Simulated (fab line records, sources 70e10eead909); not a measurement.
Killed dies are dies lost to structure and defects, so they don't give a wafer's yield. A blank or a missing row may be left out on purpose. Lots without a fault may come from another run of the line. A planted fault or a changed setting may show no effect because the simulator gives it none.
Chamber matching | flow nand_harc | NHARC_A_STAIRCASE_DEP_301 on pecvd-02: 3 sister chambers
The step deposits SiON, target thk 30 nm. 6 wafers are shown with their chamber, then 9 later ones without.

WAFERS WITH THEIR CHAMBER
wafer  | chamber | heater_power_w (W) | chamber_pressure_Torr (Torr)
L081.5 | 0       | 702                | 3.510
L082.4 | 0       | 755                | 3.499
L086.6 | 1       | 669                | 3.496
L090.2 | 2       | 664                | 3.508
L090.5 | 1       | 717                | 3.510
L090.6 | 2       | 663                | 3.500

WAFERS WITHOUT THEIR CHAMBER
wafer  | heater_power_w (W) | chamber_pressure_Torr (Torr)
L091.2 | 611                | 3.511
L091.5 | 700                | 3.498
L091.6 | 615                | 3.504
L092.2 | 595                | 3.487
L092.4 | 602                | 3.501
L092.5 | 659                | 3.494
L097.1 | 794                | 3.509
L097.3 | 628                | 3.506
L097.5 | 647                | 3.517

WHICH CHAMBER EACH WENT THROUGH
wafer  | from the rows above          | in truth
L091.2 | can't be placed: 2 or 1      | 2
L091.5 | can't be placed: 1 or 0 or 2 | 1
L091.6 | can't be placed: 2 or 1      | 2
L092.2 | can't be placed: 2 or 1 or 0 | 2
L092.4 | can't be placed: 2 or 1      | 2
L092.5 | can't be placed: 2 or 1 or 0 | 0
L097.1 | can't be placed: 0 or 1      | 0
L097.3 | can't be placed: 2 or 1      | 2
L097.5 | can't be placed: 2 or 1 or 0 | 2
Placed correctly: 0 of 9. Can't be placed from these rows: 9 (the true chamber is among the candidates in 9). Placed wrongly: 0.
How it was worked out, from the rows above alone: a wafer's distance from a chamber is the root of the sum, over the readings, of the square of ((its reading less the chamber's mean) divided by the reading's scatter). The wafer belongs to the nearest chamber; if the next one is less than 2 further off, it can't be placed. A chamber's mean is the mean of its shown wafers. The scatter: the root of (the sum of the squares of (reading less its chamber's mean) over the shown wafers, divided by (wafers less chambers)).
